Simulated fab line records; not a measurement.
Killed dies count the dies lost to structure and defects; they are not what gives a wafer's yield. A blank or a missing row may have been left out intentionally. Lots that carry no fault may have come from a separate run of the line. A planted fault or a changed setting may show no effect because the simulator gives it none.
Which tool was responsible?    flow n5-finfet    11 lots with 31 wafers sampled at 5 steps, on a route of 1938 steps

## WHAT THE GAUGES SHOWED, per wafer
The record lacks any reading of a measuring or inspecting step that a usual standard deviation could be used to judge.

## WHAT TOOL EACH LOT RAN ON (gives the tool, then ch and the chambers of the sampled wafers, and finally the start)
lot   N5_BEOL_M9_ILD_DEP_00            N5_BEOL_M9_PECVD_70              N5_BEOL_M9_STRIP_19                 N5_BEOL_M9_ETCH_76                  N5_PASSIVATION_PROBE_49
L879  pecvd-02 ch 0,2, day 9 16:12     pecvd-02 ch 0,1,2, day 9 16:49   rie-diel-06 ch 0,1,3, day 9 18:44   rie-diel-01 ch 1,2,3, day 9 19:16   -
L880  pecvd-04 ch 0, day 10 06:20      pecvd-03 ch 1, day 10 06:59      rie-diel-01 ch 0,2, day 10 10:58    rie-diel-06 ch 1,3, day 10 12:02    -
L884  pecvd-03 ch 0,2, day 11 07:43    pecvd-04 ch 0,1, day 11 08:20    rie-diel-06 ch 0,1,3, day 11 11:43  rie-diel-06 ch 0,1,3, day 11 15:07  -
L883  pecvd-04 ch 0,1,2, day 11 19:24  pecvd-02 ch 0,1, day 11 20:01    rie-diel-01 ch 0,2,3, day 11 22:19  rie-diel-01 ch 1,2,3, day 11 23:17  -
L887  pecvd-04 ch 0,2, day 12 00:59    pecvd-02 ch 0,1, day 12 01:36    rie-diel-06 ch 0,1,3, day 12 02:47  rie-diel-06 ch 0,1,3, day 12 03:47  -
L889  pecvd-04 ch 0,1,2, day 12 22:42  pecvd-03 ch 0,1,2, day 12 23:19  rie-diel-03 ch 0,1,3, day 13 04:26  rie-diel-06 ch 0,2,3, day 13 07:15  -
L890  pecvd-04 ch 0,1,2, day 13 07:00  pecvd-03 ch 1,2, day 13 07:38    rie-diel-03 ch 0,2,3, day 13 09:32  rie-diel-03 ch 1,2,3, day 13 10:05  -
L893  pecvd-02 ch 0,1, day 13 15:09    pecvd-02 ch 0,1, day 13 15:47    rie-diel-01 ch 0,2, day 13 17:05    rie-diel-03 ch 0,2,3, day 13 18:04  -
L892  pecvd-03 ch 0,2, day 14 01:11    pecvd-02 ch 1,2, day 14 01:49    rie-diel-01 ch 0,1,3, day 14 03:52  rie-diel-03 ch 2,3, day 14 04:31    prober-02, day 16 08:42
L895  pecvd-02 ch 1,2, day 14 06:59    pecvd-03 ch 1,2, day 14 07:37    rie-diel-01 ch 1,3, day 14 09:00    rie-diel-03 ch 0,2, day 14 09:32    prober-01, day 16 20:52
L896  pecvd-02 ch 1,2, day 14 12:34    pecvd-02 ch 0,1, day 14 13:11    rie-diel-03 ch 0,1, day 14 14:40    rie-diel-03 ch 0,1, day 14 15:25    prober-01, day 17 07:42
- N5_BEOL_M9_ILD_DEP_00: deposits SiCOH lowk from DEMS/porogen, target thk 308.51 nm, time 58 s.
- N5_BEOL_M9_PECVD_70: deposits SiO2 from TEOS/O2, target thk 20 nm, time 22.7 s.
- N5_BEOL_M9_STRIP_19: strips in O2.
- N5_BEOL_M9_ETCH_76: etches underlayer in N2/H2, target depth 6.5 nm, time 5.2 s.
- N5_PASSIVATION_PROBE_49

## WHAT THE TOOLS THEMSELVES READ (means of the sampled wafers that have a number; where no wafer has one, the mark that the record gives instead)
N5_BEOL_M9_ILD_DEP_00. Usual: heater-power-outer-w 147 W, standard deviation 52; heater-power-w 321 W, standard deviation 79; showerhead-plenum-p-Torr 5.744 Torr, standard deviation 0.017; throttle-valve-pct 13.9 %, standard deviation 0.43.
lot   tool      heater-power-outer-w (W)  heater-power-w (W)  showerhead-plenum-p-Torr (Torr)  throttle-valve-pct (%)  flag
L879  pecvd-02  200                       407                 5.751                            14.2                    
L880  pecvd-04  74                        239                 5.756                            13.4                    
L884  pecvd-03  133                       275                 5.751                            13.8                    
L883  pecvd-04  116                       297                 5.747                            13.6                    
L887  pecvd-04  105                       283                 5.744                            13.8                    
L889  pecvd-04  99                        276                 5.745                            13.7                    
L890  pecvd-04  122                       302                 5.744                            13.7                    
L893  pecvd-02  228                       444                 5.741                            13.7                    
L892  pecvd-03  98                        220                 5.732                            13.5                    
L895  pecvd-02  194                       378                 5.752                            13.8                    
L896  pecvd-02  190                       390                 5.745                            13.9                    

N5_BEOL_M9_PECVD_70. Usual: heater-power-outer-w 453 W, standard deviation 110; heater-power-w 772 W, standard deviation 150; showerhead-plenum-p-Torr 8.81 Torr, standard deviation 0.06; throttle-valve-pct 22.5 %, standard deviation 0.68.
lot   tool      heater-power-outer-w (W)  heater-power-w (W)  showerhead-plenum-p-Torr (Torr)  throttle-valve-pct (%)  flag
L879  pecvd-02  531                       866                 8.80                             22.4                    
L880  pecvd-03  475                       771                 8.82                             22.7                    
L884  pecvd-04  357                       696                 8.80                             22.0                    
L883  pecvd-02  598                       988                 8.79                             22.1                    
L887  pecvd-02  593                       987                 8.79                             21.8                    
L889  pecvd-03  378                       631                 8.80                             22.4                    
L890  pecvd-03  364                       587                 8.73                             22.0                    
L893  pecvd-02  580                       953                 8.76                             22.6                    
L892  pecvd-02  508                       832                 8.82                             22.7                    
L895  pecvd-03  391                       621                 8.76                             22.4                    
L896  pecvd-02  618                       1018                8.77                             22.1                    

N5_BEOL_M9_STRIP_19. Usual: drypump-motor-current-A 5.8 A, standard deviation 0.48; oes-product-au 0.79 a.u., standard deviation 0.077; rf-vpp-V 3.7 V, standard deviation 0.58; showerhead-plenum-p-Torr 2.04 Torr, standard deviation 0.051; throttle-valve-pct 16.73 %, standard deviation 0.22.
lot   tool         drypump-motor-current-A (A)  oes-product-au (a.u.)  rf-vpp-V (V)  showerhead-plenum-p-Torr (Torr)  throttle-valve-pct (%)  flag
L879  rie-diel-06  5.5                          0.77                   3.7           2.00                             16.52                   
L880  rie-diel-01  6.0                          0.90                   4.7           2.07                             16.70                   
L884  rie-diel-06  5.5                          0.76                   4.1           1.99                             16.55                   
L883  rie-diel-01  6.3                          0.82                   4.2           2.07                             16.74                   
L887  rie-diel-06  5.5                          0.74                   4.0           1.99                             16.56                   
L889  rie-diel-03  5.5                          0.83                   3.5           2.05                             16.78                   
L890  rie-diel-03  5.5                          0.76                   3.6           2.06                             16.94                   
L893  rie-diel-01  6.0                          0.84                   4.0           2.05                             16.74                   
L892  rie-diel-01  6.2                          0.79                   3.4           2.05                             16.64                   
L895  rie-diel-01  6.3                          0.76                   4.0           2.04                             16.62                   
L896  rie-diel-03  5.8                          0.88                   3.2           2.09                             16.80                   

N5_BEOL_M9_ETCH_76. Usual: drypump-motor-current-A 5.8 A, standard deviation 0.48; etch-rf-on-time-s 5.18 s, standard deviation 0.11; oes-product-au 0.67 a.u., standard deviation 0.067; rf-vpp-V 522.3 V, standard deviation 1.9; showerhead-plenum-p-Torr 2.48 Torr, standard deviation 0.054; throttle-valve-pct 17.95 %, standard deviation 0.21.
lot   tool         drypump-motor-current-A (A)  etch-rf-on-time-s (s)  oes-product-au (a.u.)  rf-vpp-V (V)  showerhead-plenum-p-Torr (Torr)  throttle-valve-pct (%)  flag
L879  rie-diel-01  6.2                          5.05                   0.72                   524.2         2.50                             17.82                   
L880  rie-diel-06  5.1                          5.27                   0.61                   520.8         2.42                             17.98                   
L884  rie-diel-06  5.5                          5.23                   0.64                   520.5         2.44                             17.87                   
L883  rie-diel-01  6.2                          5.04                   0.70                   521.7         2.49                             17.85                   
L887  rie-diel-06  5.5                          5.24                   0.64                   521.4         2.43                             17.88                   
L889  rie-diel-06  5.7                          5.16                   0.65                   521.9         2.46                             17.92                   
L890  rie-diel-03  5.4                          5.27                   0.66                   522.7         2.47                             18.11                   
L893  rie-diel-03  5.5                          5.24                   0.64                   522.5         2.50                             18.08                   
L892  rie-diel-03  5.2                          4.50                   0.67                   519.8         2.44                             18.11                   OFF
L895  rie-diel-03  5.8                          4.30                   0.77                   525.1         2.54                             18.15                   OFF
L896  rie-diel-03  5.8                          4.17                   0.85                   523.3         2.54                             18.06                   OFF

N5_PASSIVATION_PROBE_49. Usual: defect-limited-yield 91.0 %, standard deviation 1.5; killed_at_M0_to_M3 34, standard deviation 9.1; killed_at_M4_up 14, standard deviation 5.7; killed-at-contacts 13, standard deviation 5.7; killed-at-front-end 42, standard deviation 12; killed-at-other 4, standard deviation 3.4; killed-dies 106, standard deviation 17; killed-on-rim 14, standard deviation 4.3; killed-open 70, standard deviation 13; killed-short 34, standard deviation 7.5; sort_bin_5_function 5.2 %, standard deviation 0.94; sort_bin_6_memory 3.4 %, standard deviation 0.69; sort-n-pass 1074, standard deviation 17; sort-yield-pct 91.0 %, standard deviation 1.5.
lot   tool       defect-limited-yield (%)  killed_at_M0_to_M3  killed_at_M4_up  killed-at-contacts  killed-at-front-end  killed-at-other  killed-dies  killed-on-rim  killed-open  killed-short  sort_bin_5_function (%)  sort_bin_6_memory (%)  sort-n-pass  sort-yield-pct (%)  flag
L892  prober-02  89.8                      25                  17               16                  62                   2                121          13             82           37            5.9                      3.7                    1059         89.8                
L895  prober-01  90.5                      39                  9                15                  47                   2                112          9              67           43            5.2                      4.1                    1068         90.5                
L896  prober-01  90.0                      30                  16               6                   62                   4                118          16             82           34            5.8                      4.0                    1062         90.0                

## THE ANSWER, worked out from the rows above alone
Rule: a lot counts as off when the mean over its wafers that have a number is more than 3 standard deviations away from the usual mean. Also off: a lot with no number at a reading for which 4 or more lots have one. The other lots that the step has rows for count as sound. Order of review: gauges by route order, followed by the tools' own readings, for which a lot's mean as printed above is used. The first step at which some lot is off is used, and at that step the reading that is off furthest; a lot without a number counts as furthest.
Off at N5_BEOL_M9_ETCH_76 (etch-rf-on-time-s): L892, L895, L896.
A tool fits if, at that step or a process step before it, it ran every lot that is off, and no sound lot after the first of them. One fits: N5_BEOL_M9_ETCH_76 on rie-diel-03. A fault onset in the window from L893 (day 13 18:04, its last sound lot) to L892 (day 14 04:31, its first lot off) fits.
On the lots that are off, the tool's own readings at N5_BEOL_M9_ETCH_76 differ by more than 5 times the standard deviation of the sound lots' means, which bears it out; etch-rf-on-time-s reads 4.32 s there versus 5.19 s on the sound lots.

## WHAT THE SIMULATOR HAD INSERTED
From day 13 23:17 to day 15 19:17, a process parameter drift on rie-diel-03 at N5_BEOL_M9_ETCH_76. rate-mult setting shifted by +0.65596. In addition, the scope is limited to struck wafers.
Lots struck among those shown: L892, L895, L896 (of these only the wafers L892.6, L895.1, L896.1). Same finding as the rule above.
